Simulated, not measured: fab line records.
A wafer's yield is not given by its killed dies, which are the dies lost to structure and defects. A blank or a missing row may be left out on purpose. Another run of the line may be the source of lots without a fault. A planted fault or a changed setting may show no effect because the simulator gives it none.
fab line records ; flow n5-finfet ; part 1 of 2: steps 1 to 23 of 29
[record] lots = 5; wafers = 15; last-day = 16
route steps=1938 shown BEOL_M11@1546
lots with no fault: from the same line, run without faults
start-h: hours from the record's opening day to when the first of the lot's shown wafers began ; wait-h: hours from the lot's prior step to this one ; " as in the row above ; L1.1+2: one row covering several wafers at once ; - no value, or no start was given ; * or withheld: withheld ; < > ~ a bound
route shown NAME@n: NAME is a module with steps in the file, n the number in the route of the first one ; usual: mean/standard deviation taken from wafers without a fault ; same: alike in all rows ; chamber/n: place in a boat ; sites: readings site by site ; _std_site: standard deviation across them ; _edge_site: inner sites' mean taken away from outer sites' mean ; radius-mm: for every site, how far away it sits from the centre of the wafer ; mask NAME#n: copy n ; behind: the last tool/chamber to shape the wafer ; hold: what put the lot on hold/how long, in hours/how the hold closed ; device: the n, p or np transistor that did not switch ; end of line: tests of these same wafers at the route's end ; where a step has no rows: the recipe by itself ; killed: the dies lost at the first sort to structure and to defects; this is not the yield of the wafer ; map: a wafer's dies, x killed, . not, _ none there
set.NAME: setting as actually run; set.NAME@STEP: the setting as run at that earlier step ; model.NAME: the simulator's own value behind a step, which no gauge read
lots at some steps of the route; a table a step, a row a wafer
services: from which hour (start-h, from the record's first day; less than 0 if before it) a tool's chamber was out of use, for how many hours, and why
[[steps]]
[step N5_BEOL_M11_EXPOSE_08]
[recipe] mask-id = M11; na = 1.35; source-shape = dipole; sigma-inner = 0.411; sigma-outer = 0.611; polarization = te; dose-mj = 53.75
lot.wafer;tool;chamber;start-h;wait-h;mask
L075.3+4+6;arfi-scanner-02;0;238.28;-;M11#0
L082.2+4+6;arfi-scanner-03;0;277.68;-;M11#0
L083.1+3+4;arfi-scanner-02;0;288.81;-;M11#0
L095.4+5+6;arfi-scanner-01;0;336.73;-;M11#0
L094.4+5+6;arfi-scanner-02;0;348.73;-;M11#0
[step N5_BEOL_M11_PEB_09]
[recipe] peb-temp-c = withheld; peb-time-s = 60; resist = CAR-ArF
lot.wafer;tool;chamber;start-h;wait-h
L075.3+4+6;litho-track-05;0;238.33;0.0
L082.2+4+6;litho-track-04;0;277.74;0.0
L083.1+3+4;litho-track-04;0;288.87;0.1
L095.4+5+6;litho-track-02;0;336.77;0.0
L094.4+5+6;litho-track-05;0;348.78;0.0
[step N5_BEOL_M11_DEVELOP_10]
[recipe] develop-time-s = 30; developer = TMAH; resist = CAR-ArF; rinse-liquid = diw; dry = air-spin; dev-temp-c = 23
lot.wafer;tool;chamber;start-h;wait-h
L075.3+4+6;litho-track-05;0;-;-
L082.2+4+6;litho-track-04;0;-;-
L083.1+3+4;litho-track-04;0;-;-
L095.4+5+6;litho-track-02;0;-;-
L094.4+5+6;litho-track-05;0;-;-
[step N5_BEOL_M11_CD_MEAS_11]
[recipe] target-cd-nm = 64.1; landing-energy-ev = 500; detector = se-inlens; polarity = opening
[usual] cd-nm = 64.1/0.59
[same] landing-energy-ev = 500
lot.wafer;tool;chamber;start-h;wait-h;cd-nm
L075.3;cd-sem-02;0;238.40;-;64.3
L075.4;cd-sem-02;0;238.40;-;64.1
L075.6;cd-sem-02;0;238.40;-;64.4
L082.2;cd-sem-03;0;277.80;-;63.2
L082.4;cd-sem-03;0;277.80;-;62.8
L082.6;cd-sem-03;0;277.80;-;62.9
L083.1;cd-sem-03;0;288.93;-;63.5
L083.3;cd-sem-03;0;288.93;-;63.4
L083.4;cd-sem-03;0;288.93;-;64.0
L095.4;cd-sem-03;0;336.84;-;64.4
L095.5;cd-sem-03;0;336.84;-;63.8
L095.6;cd-sem-03;0;336.84;-;64.2
L094.4;cd-sem-01;0;348.85;-;64.1
L094.5;cd-sem-01;0;348.85;-;64.1
L094.6;cd-sem-01;0;348.85;-;65.1
[step N5_BEOL_M11_OVL_MEAS_12]
[recipe] points-per-wafer = 44
[usual] M11_OVL = 0.3/0.82
lot.wafer;tool;chamber;start-h;wait-h;M11_OVL[nm]
L075.3;overlay-01;0;238.42;0.0;-0.9
L075.4;overlay-01;0;238.42;0.0;-0.6
L075.6;overlay-01;0;238.42;0.0;-0.1
L082.2;overlay-01;0;277.83;0.0;0.1
L082.4;overlay-01;0;277.83;0.0;-0.5
L082.6;overlay-01;0;277.83;0.0;-0.2
L083.1;overlay-02;0;288.96;0.0;-0.7
L083.3;overlay-02;0;288.96;0.0;-0.6
L083.4;overlay-02;0;288.96;0.0;0.8
L095.4;overlay-02;0;336.87;0.0;1.1
L095.5;overlay-02;0;336.87;0.0;1.1
L095.6;overlay-02;0;336.87;0.0;1.2
L094.4;overlay-02;0;348.88;0.0;-1.1
L094.5;overlay-02;0;348.88;0.0;1.3
L094.6;overlay-02;0;348.88;0.0;-0.5
[step N5_BEOL_M11_INSPECT_13]
[recipe] mode = adi; inspect-instrument = brightfield
[usual] raw-defect-count = 433/110
lot.wafer;tool;chamber;start-h;wait-h;raw-defect-count
L075.3;defect-inspect-01;-;238.45;0.0;504
L075.4;defect-inspect-01;-;238.45;0.0;397
L075.6;defect-inspect-01;-;238.45;0.0;344
L082.2;defect-inspect-02;-;277.86;0.0;379
L082.4;defect-inspect-02;-;277.86;0.0;418
L082.6;defect-inspect-02;-;277.86;0.0;413
L083.1;defect-inspect-01;-;288.99;0.0;307
L083.3;defect-inspect-01;-;288.99;0.0;433
L083.4;defect-inspect-01;-;288.99;0.0;432
L095.4;defect-inspect-02;-;336.89;0.0;507
L095.5;defect-inspect-02;-;336.89;0.0;546
L095.6;defect-inspect-02;-;336.89;0.0;479
L094.4;defect-inspect-01;-;348.90;0.0;322
L094.5;defect-inspect-01;-;348.90;0.0;458
L094.6;defect-inspect-01;-;348.90;0.0;432
[step N5_BEOL_M11_DESCUM_16]
[recipe] chemistry = O2; time-s = 7.9; source-power-w = 50; bias-power-w = 20; pressure-mtorr = 20; rf-frequency-hz = 2.712e+07; temp-c = 40; resist = CAR-ArF; o2-flow-sccm = 225
[usual] drypump-motor-current-A = 5.7/0.42; oes-product-au = 0.79/0.07; rf-vpp-V = 243.3/1.6; showerhead-plenum-p-Torr = 2.10/0.084; throttle-valve-pct = 20.44/0.2
lot.wafer;tool;chamber;start-h;wait-h;drypump-motor-current-A;oes-product-au;rf-hours-counter-h;rf-vpp-V;showerhead-plenum-p-Torr;throttle-valve-pct
L075.3;rie-diel-05;2;238.90;0.4;5.4;0.84;87;245.2;2.21;20.40
L075.4;rie-diel-05;3;238.90;0.4;5.3;0.69;249;242.2;2.06;20.32
L075.6;rie-diel-05;2;238.90;0.4;5.4;0.83;-;244.4;2.21;20.38
L082.2;rie-diel-03;2;277.89;0.0;6.2;0.81;99;244.8;2.10;20.23
L082.4;rie-diel-03;3;277.89;0.0;6.1;0.88;-;245.1;2.22;20.50
L082.6;rie-diel-03;2;277.89;0.0;6.2;0.81;-;243.6;2.10;20.23
L083.1;rie-diel-03;1;289.06;0.1;6.0;0.70;222;240.6;1.99;20.48
L083.3;rie-diel-03;3;289.06;0.1;6.1;0.88;49;245.5;2.22;20.51
L083.4;rie-diel-03;2;289.06;0.1;6.2;0.81;102;243.8;2.10;20.22
L095.4;rie-diel-05;3;337.35;0.5;5.4;0.91;27;242.9;2.05;20.01
L095.5;rie-diel-05;1;337.35;0.5;5.3;0.80;-;244.4;2.19;20.28
L095.6;rie-diel-05;2;337.35;0.5;5.4;0.79;-;243.1;2.20;20.45
L094.4;rie-diel-03;3;348.96;0.1;6.1;0.84;77;246.3;2.20;20.54
L094.5;rie-diel-03;1;348.96;0.1;6.0;0.69;-;241.0;1.98;20.52
L094.6;rie-diel-03;0;348.96;0.1;5.4;0.71;-;243.5;2.07;20.62
[step N5_BEOL_M11_ETCH_61]
[recipe] chemistry = CF4; target = SiARC; target-depth-a = 390; mask-material = CAR-ArF; time-s = 65; ion-energy-ev = 80; pressure-mtorr = 40; source-w = 545; bias-w = 36; Ar_flow_sccm = 100; cf4-flow-sccm = 100; ends = cleared
[usual] bias-w = 36.00/0.099; drypump-motor-current-A = 5.7/0.42; etch-rf-on-time-s = 64.7/1; oes-product-au = 0.68/0.06; rf-vpp-V = 184.0/1.3; showerhead-plenum-p-Torr = 2.15/0.082; throttle-valve-pct = 15.63/0.19
lot.wafer;tool;chamber;start-h;wait-h;bias-w;drypump-motor-current-A;etch-rf-on-time-s;oes-product-au;rf-hours-counter-h;rf-vpp-V;showerhead-plenum-p-Torr;throttle-valve-pct
L075.3;rie-diel-05;2;238.93;0.0;36.03;5.4;65.0;0.71;87;187.0;2.24;15.47
L075.4;rie-diel-05;3;238.93;0.0;36.03;5.3;65.7;0.59;249;183.6;2.11;15.64
L075.6;rie-diel-05;2;238.93;0.0;35.96;5.4;64.8;0.71;-;185.3;2.24;15.45
L082.2;rie-diel-03;2;277.93;0.0;36.01;6.2;66.2;0.68;99;184.1;2.16;15.48
L082.4;rie-diel-03;3;277.93;0.0;36.00;6.1;64.3;0.76;-;184.6;2.27;15.71
L082.6;rie-diel-03;2;277.93;0.0;36.17;6.2;65.5;0.69;-;185.1;2.16;15.50
L083.1;rie-diel-03;1;289.09;0.0;35.98;6.0;65.3;0.60;222;182.6;2.03;15.67
L083.3;rie-diel-03;3;289.09;0.0;36.11;6.0;64.0;0.75;49;183.6;2.27;15.69
L083.4;rie-diel-03;2;289.09;0.0;36.09;6.2;65.4;0.68;102;184.1;2.16;15.48
L095.4;rie-diel-05;3;337.39;0.0;36.02;5.3;65.4;0.76;27;183.6;2.10;15.22
L095.5;rie-diel-05;1;337.39;0.0;36.13;5.4;62.8;0.69;-;186.2;2.24;15.47
L095.6;rie-diel-05;2;337.39;0.0;35.96;5.4;64.3;0.68;-;185.4;2.23;15.56
L094.4;rie-diel-03;3;349.00;0.0;36.04;6.1;64.2;0.72;77;184.3;2.26;15.75
L094.5;rie-diel-03;1;349.00;0.0;35.84;6.0;65.6;0.59;-;181.5;2.02;15.75
L094.6;rie-diel-03;0;349.00;0.0;35.99;5.4;65.9;0.61;-;183.5;2.12;15.91
[step N5_BEOL_M11_ETCH_62]
[recipe] chemistry = N2/H2; target = SOC; target-depth-a = 1100; overetch-a = 220; mask-material = SiARC; temp-c = 40; time-s = 165; ion-energy-ev = 200; pressure-mtorr = 30; source-w = 840; bias-w = 150; n2-flow-sccm = 200; h2-flow-sccm = 200
[usual] bias-w = 150.1/0.42; drypump-motor-current-A = 5.7/0.42; oes-product-au = 0.67/0.056; rf-vpp-V = 524.1/2.8; showerhead-plenum-p-Torr = 2.55/0.11; throttle-valve-pct = 17.86/0.22
lot.wafer;tool;chamber;start-h;wait-h;bias-w;drypump-motor-current-A;oes-product-au;rf-hours-counter-h;rf-vpp-V;showerhead-plenum-p-Torr;throttle-valve-pct
L075.3;rie-diel-05;2;238.98;0.0;150.4;5.4;0.70;87;527.2;2.68;17.87
L075.4;rie-diel-05;3;238.98;0.0;150.4;5.4;0.59;249;522.8;2.50;17.76
L075.6;rie-diel-05;2;238.98;0.0;149.5;5.5;0.71;-;527.1;2.68;17.86
L082.2;rie-diel-03;2;277.98;0.0;149.3;6.1;0.68;99;524.6;2.56;17.60
L082.4;rie-diel-03;3;277.98;0.0;149.7;6.1;0.74;-;526.8;2.70;18.02
L082.6;rie-diel-03;2;277.98;0.0;150.0;6.2;0.69;-;524.3;2.56;17.61
L083.1;rie-diel-03;1;289.14;0.0;149.5;6.0;0.60;222;521.3;2.40;17.86
L083.3;rie-diel-03;3;289.14;0.0;150.1;6.1;0.74;49;527.2;2.70;18.02
L083.4;rie-diel-03;2;289.14;0.0;150.2;6.2;0.68;102;525.0;2.56;17.61
L095.4;rie-diel-05;3;337.44;0.0;150.1;5.3;0.76;27;522.1;2.49;17.42
L095.5;rie-diel-05;1;337.44;0.0;150.5;5.3;0.68;-;528.2;2.67;17.68
L095.6;rie-diel-05;2;337.44;0.0;151.1;5.4;0.68;-;528.3;2.66;17.92
L094.4;rie-diel-03;3;349.05;0.0;149.6;6.1;0.70;77;526.8;2.69;18.08
L094.5;rie-diel-03;1;349.05;0.0;149.6;6.0;0.59;-;518.7;2.39;17.89
L094.6;rie-diel-03;0;349.05;0.0;150.0;5.4;0.61;-;522.7;2.52;18.03
[step N5_BEOL_M11_STRIP_68]
[recipe] chemistry = N2/H2; temp-c = 40; n2-flow-sccm = 200; h2-flow-sccm = 200; rf-frequency-hz = 6e+07
lot.wafer;tool;chamber;start-h;wait-h
L075.3+4+6;rie-diel-05;2,3,2;239.12;0.1
L082.2+4+6;rie-diel-03;2,3,2;278.11;0.1
L083.1+3+4;rie-diel-03;1,3,2;289.28;0.1
L095.4+5+6;rie-diel-05;3,1,2;337.57;0.1
L094.4+5+6;rie-diel-03;3,1,0;349.18;0.1
[step N5_BEOL_M11_STRIP_67]
[recipe] chemistry = CF4; resist = SiARC; power-w = 300; bias-power-w = 75; pressure-mtorr = 50; cf4-flow-sccm = 150; rf-frequency-hz = 6e+07
[usual] drypump-motor-current-A = 5.7/0.42; oes-product-au = 0.79/0.067; rf-vpp-V = 271.2/1.7; showerhead-plenum-p-Torr = 1.80/0.068; throttle-valve-pct = 13.60/0.19
lot.wafer;tool;chamber;start-h;wait-h;drypump-motor-current-A;oes-product-au;rf-hours-counter-h;rf-vpp-V;showerhead-plenum-p-Torr;throttle-valve-pct
L075.3;rie-diel-05;2;239.13;0.0;5.4;0.83;87;274.8;1.88;13.45
L075.4;rie-diel-05;3;239.13;0.0;5.3;0.70;249;270.2;1.77;13.67
L075.6;rie-diel-05;2;239.13;0.0;5.4;0.84;-;272.8;1.88;13.44
L082.2;rie-diel-03;2;278.12;0.0;6.2;0.81;99;271.4;1.82;13.47
L082.4;rie-diel-03;3;278.12;0.0;6.1;0.88;-;274.0;1.90;13.62
L082.6;rie-diel-03;2;278.12;0.0;6.2;0.81;-;271.0;1.82;13.48
L083.1;rie-diel-03;1;289.29;0.0;6.0;0.71;222;270.6;1.70;13.70
L083.3;rie-diel-03;3;289.29;0.0;6.0;0.87;49;273.2;1.90;13.62
L083.4;rie-diel-03;2;289.29;0.0;6.2;0.81;103;271.5;1.82;13.49
L095.4;rie-diel-05;3;337.58;0.0;5.3;0.91;27;271.0;1.76;13.15
L095.5;rie-diel-05;1;337.58;0.0;5.3;0.81;-;271.0;1.88;13.43
L095.6;rie-diel-05;2;337.58;0.0;5.4;0.80;-;271.8;1.87;13.55
L094.4;rie-diel-03;3;349.19;0.0;6.1;0.84;77;272.5;1.89;13.71
L094.5;rie-diel-03;1;349.19;0.0;6.0;0.69;-;268.7;1.69;13.76
L094.6;rie-diel-03;0;349.19;0.0;5.4;0.71;-;271.3;1.78;13.89
[step N5_BEOL_M11_HM_OPEN_17]
[recipe] chemistry = Cl2/BCl3; target-depth-a = 200; overetch-a = 60; target = TiN; mask-material = SOC; ion-energy-ev = 150; pressure-mtorr = 10; icp-w = 1000; bias-w = 126; Cl2_flow_sccm = 53.25; bcl3-flow-sccm = 21.75; Ar_flow_sccm = 25
[usual] bias-w = 126.0/0.38; drypump-motor-current-A = 5.7/0.41; oes-product-au = 0.63/0.058; throttle-valve-pct = 21.99/0.15
lot.wafer;tool;chamber;start-h;wait-h;bias-w;drypump-motor-current-A;oes-product-au;rf-hours-counter-h;throttle-valve-pct
L075.3;rie-metal-03;0;239.20;0.1;126.5;5.4;0.60;-;22.17
L075.4;rie-metal-03;1;239.20;0.1;126.6;5.8;0.60;-;22.12
L075.6;rie-metal-03;1;239.20;0.1;125.6;5.7;0.60;-;22.10
L082.2;rie-metal-01;0;278.16;0.0;126.1;6.0;0.57;95;21.96
L082.4;rie-metal-01;0;278.16;0.0;126.0;6.0;0.57;-;21.95
L082.6;rie-metal-01;1;278.16;0.0;126.1;6.6;0.64;-;21.67
L083.1;rie-metal-03;0;289.33;0.0;126.4;5.4;0.60;70;22.18
L083.3;rie-metal-03;1;289.33;0.0;126.1;5.8;0.59;-;22.12
L083.4;rie-metal-03;0;289.33;0.0;126.1;5.4;0.60;-;22.19
L095.4;rie-metal-03;0;337.65;0.1;125.6;5.4;0.59;-;22.17
L095.5;rie-metal-03;1;337.65;0.1;126.1;5.8;0.60;-;22.10
L095.6;rie-metal-03;0;337.65;0.1;125.0;5.4;0.60;-;22.15
L094.4;rie-metal-03;1;349.27;0.1;125.2;5.8;0.59;-;22.12
L094.5;rie-metal-03;0;349.27;0.1;125.8;5.4;0.59;-;22.17
L094.6;rie-metal-03;1;349.27;0.1;126.1;5.8;0.59;-;22.14
[step N5_BEOL_M11_STRIP_19]
[recipe] chemistry = O2; power-w = 400; temp-c = 40; pressure-mtorr = 30; rf-frequency-hz = 6e+07; bias-power-w = 0; overash-fraction = 0.2; o2-flow-sccm = 225
[usual] drypump-motor-current-A = 5.8/0.4; oes-product-au = 0.80/0.07; rf-vpp-V = 3.6/0.6; showerhead-plenum-p-Torr = 2.11/0.083; throttle-valve-pct = 16.68/0.2
[same] overash-fraction = 0.2
lot.wafer;tool;chamber;start-h;wait-h;drypump-motor-current-A;oes-product-au;rf-hours-counter-h;rf-vpp-V;showerhead-plenum-p-Torr;throttle-valve-pct
L075.3;rie-diel-03;3;239.30;0.1;6.0;0.91;33;3.5;2.23;16.68
L075.4;rie-diel-03;0;239.30;0.1;5.4;0.74;168;3.2;2.09;16.85
L075.6;rie-diel-03;1;239.30;0.1;5.9;0.72;-;3.0;1.99;16.76
L082.2;rie-diel-05;1;278.35;0.2;5.3;0.82;88;4.0;2.21;16.49
L082.4;rie-diel-05;2;278.35;0.2;5.4;0.82;102;3.6;2.21;16.63
L082.6;rie-diel-05;1;278.35;0.2;5.3;0.84;-;4.0;2.21;16.48
L083.1;rie-diel-04;0;289.59;0.2;6.3;0.71;207;3.5;2.08;16.71
L083.3;rie-diel-04;3;289.59;0.2;6.0;0.71;189;4.3;1.99;16.67
L083.4;rie-diel-04;2;289.59;0.2;4.8;0.71;212;4.1;2.16;16.56
L095.4;rie-diel-05;3;337.87;0.2;5.4;0.91;27;4.1;2.05;16.26
L095.5;rie-diel-05;2;337.87;0.2;5.5;0.80;-;3.5;2.20;16.67
L095.6;rie-diel-05;1;337.87;0.2;5.3;0.82;-;2.7;2.20;16.50
L094.4;rie-diel-03;3;349.35;0.1;6.0;0.83;77;3.8;2.21;16.77
L094.5;rie-diel-03;3;349.35;0.1;6.0;0.84;-;4.5;2.21;16.77
L094.6;rie-diel-03;0;349.35;0.1;5.4;0.72;-;3.6;2.07;16.91
[step N5_BEOL_M11_CD_MEAS_18]
[recipe] pitch-nm = 140; target-cd-nm = 70
[usual] cd-nm = 70.0/0.58
lot.wafer;tool;chamber;start-h;wait-h;cd-nm
L075.3;cd-sem-02;-;239.37;0.1;70.3
L075.4;cd-sem-02;-;239.37;0.1;70.0
L075.6;cd-sem-02;-;239.37;0.1;69.7
L082.2;cd-sem-01;-;278.42;0.1;68.8
L082.4;cd-sem-01;-;278.42;0.1;69.1
L082.6;cd-sem-01;-;278.42;0.1;69.0
L083.1;cd-sem-03;-;289.66;0.0;69.2
L083.3;cd-sem-03;-;289.66;0.0;69.1
L083.4;cd-sem-03;-;289.66;0.0;69.4
L095.4;cd-sem-03;-;337.94;0.1;70.4
L095.5;cd-sem-03;-;337.94;0.1;70.4
L095.6;cd-sem-03;-;337.94;0.1;70.1
L094.4;cd-sem-02;-;349.43;0.1;69.8
L094.5;cd-sem-02;-;349.43;0.1;70.3
L094.6;cd-sem-02;-;349.43;0.1;70.6
[step N5_BEOL_M11_COAT_63]
[recipe] resist = SOC; temp-c = 250; time-s = 60; spin-rpm = 1500; resist-thk-nm = 100
[usual] dispense-pressure-kPa = 47/3.2
lot.wafer;tool;chamber;start-h;wait-h;dispense-pressure-kPa
L075.3;litho-track-02;0;240.30;0.9;44
L075.4;litho-track-02;0;240.30;0.9;44
L075.6;litho-track-02;0;240.30;0.9;44
L082.2;litho-track-05;0;278.45;0.0;45
L082.4;litho-track-05;0;278.45;0.0;45
L082.6;litho-track-05;0;278.45;0.0;45
L083.1;litho-track-04;0;289.70;0.0;51
L083.3;litho-track-04;0;289.70;0.0;51
L083.4;litho-track-04;0;289.70;0.0;51
L095.4;litho-track-04;0;339.08;1.1;51
L095.5;litho-track-04;0;339.08;1.1;51
L095.6;litho-track-04;0;339.08;1.1;51
L094.4;litho-track-04;0;350.70;1.3;51
L094.5;litho-track-04;0;350.70;1.3;51
L094.6;litho-track-04;0;350.70;1.3;51
[step N5_BEOL_M11_COAT_64]
[recipe] resist = SiARC; temp-c = 220; time-s = 60; spin-rpm = 1500; resist-thk-nm = 30
[usual] dispense-pressure-kPa = 47/3.2
lot.wafer;tool;chamber;start-h;wait-h;dispense-pressure-kPa
L075.3;litho-track-02;0;-;-;44
L075.4;litho-track-02;0;-;-;44
L075.6;litho-track-02;0;-;-;44
L082.2;litho-track-05;0;-;-;45
L082.4;litho-track-05;0;-;-;45
L082.6;litho-track-05;0;-;-;45
L083.1;litho-track-04;0;-;-;51
L083.3;litho-track-04;0;-;-;51
L083.4;litho-track-04;0;-;-;51
L095.4;litho-track-04;0;-;-;51
L095.5;litho-track-04;0;-;-;51
L095.6;litho-track-04;0;-;-;51
L094.4;litho-track-04;0;-;-;51
L094.5;litho-track-04;0;-;-;51
L094.6;litho-track-04;0;-;-;51
[step N5_BEOL_M11_COAT_22]
[recipe] resist = CAR-ArF; spin-rpm = 1500; resist-thk-nm = 90
[usual] dispense-pressure-kPa = 47/3.2
lot.wafer;tool;chamber;start-h;wait-h;dispense-pressure-kPa
L075.3;litho-track-02;0;-;-;44
L075.4;litho-track-02;0;-;-;44
L075.6;litho-track-02;0;-;-;44
L082.2;litho-track-05;0;-;-;45
L082.4;litho-track-05;0;-;-;45
L082.6;litho-track-05;0;-;-;45
L083.1;litho-track-04;0;-;-;51
L083.3;litho-track-04;0;-;-;51
L083.4;litho-track-04;0;-;-;51
L095.4;litho-track-04;0;-;-;51
L095.5;litho-track-04;0;-;-;51
L095.6;litho-track-04;0;-;-;51
L094.4;litho-track-04;0;-;-;51
L094.5;litho-track-04;0;-;-;51
L094.6;litho-track-04;0;-;-;51
[step N5_BEOL_M11_EBR_24]
[recipe] solvent = PGMEA; ebr-width-mm = 1.5
lot.wafer;tool;chamber;start-h;wait-h
L075.3+4+6;litho-track-02;0;-;-
L082.2+4+6;litho-track-05;0;-;-
L083.1+3+4;litho-track-04;0;-;-
L095.4+5+6;litho-track-04;0;-;-
L094.4+5+6;litho-track-04;0;-;-
[step N5_BEOL_M11_SOFTBAKE_23]
[recipe] temp-c = 110; time-s = 60; resist = CAR-ArF
lot.wafer;tool;chamber;start-h;wait-h
L075.3+4+6;litho-track-02;0;-;-
L082.2+4+6;litho-track-05;0;-;-
L083.1+3+4;litho-track-04;0;-;-
L095.4+5+6;litho-track-04;0;-;-
L094.4+5+6;litho-track-04;0;-;-
[step N5_BEOL_M11_EXPOSE_25]
[recipe] mask-id = V10; na = 1.35; source-shape = annular; sigma-inner = 0.5; sigma-outer = 0.8; polarization = unpolarized; dose-mj = 85.5
lot.wafer;tool;chamber;start-h;wait-h;mask
L075.3+4+6;arfi-scanner-03;0;240.55;-;V10#0
L082.2+4+6;arfi-scanner-01;0;278.58;-;V10#0
L083.1+3+4;arfi-scanner-01;0;289.81;-;V10#0
L095.4+5+6;arfi-scanner-03;0;339.34;-;V10#0
L094.4+5+6;arfi-scanner-01;0;350.84;-;V10#0
[step N5_BEOL_M11_PEB_26]
[recipe] peb-temp-c = withheld; peb-time-s = 60; resist = CAR-ArF
lot.wafer;tool;chamber;start-h;wait-h
L075.3+4+6;litho-track-05;0;240.60;0.0
L082.2+4+6;litho-track-04;0;278.64;0.1
L083.1+3+4;litho-track-02;0;289.88;0.1
L095.4+5+6;litho-track-05;0;339.39;0.0
L094.4+5+6;litho-track-04;0;350.89;0.0
[step N5_BEOL_M11_DEVELOP_27]
[recipe] develop-time-s = 30; developer = TMAH; resist = CAR-ArF; rinse-liquid = diw; dry = air-spin; dev-temp-c = 23
lot.wafer;tool;chamber;start-h;wait-h
L075.3+4+6;litho-track-05;0;-;-
L082.2+4+6;litho-track-04;0;-;-
L083.1+3+4;litho-track-02;0;-;-
L095.4+5+6;litho-track-05;0;-;-
L094.4+5+6;litho-track-04;0;-;-
[step N5_BEOL_M11_CD_MEAS_28]
[recipe] target-cd-nm = 70; landing-energy-ev = 500; detector = se-inlens; polarity = opening
[usual] cd-nm = 69.7/0.91
[same] landing-energy-ev = 500
lot.wafer;tool;chamber;start-h;wait-h;cd-nm
L075.3;cd-sem-03;0;240.67;-;71.5
L075.4;cd-sem-03;0;240.67;-;71.0
L075.6;cd-sem-03;0;240.67;-;71.2
L082.2;cd-sem-01;0;278.71;-;68.8
L082.4;cd-sem-01;0;278.71;-;68.9
L082.6;cd-sem-01;0;278.71;-;69.0
L083.1;cd-sem-02;0;289.94;-;69.4
L083.3;cd-sem-02;0;289.94;-;69.5
L083.4;cd-sem-02;0;289.94;-;69.8
L095.4;cd-sem-03;0;339.46;-;68.6
L095.5;cd-sem-03;0;339.46;-;68.6
L095.6;cd-sem-03;0;339.46;-;69.0
L094.4;cd-sem-03;0;350.96;-;71.1
L094.5;cd-sem-03;0;350.96;-;69.1
L094.6;cd-sem-03;0;350.96;-;69.9
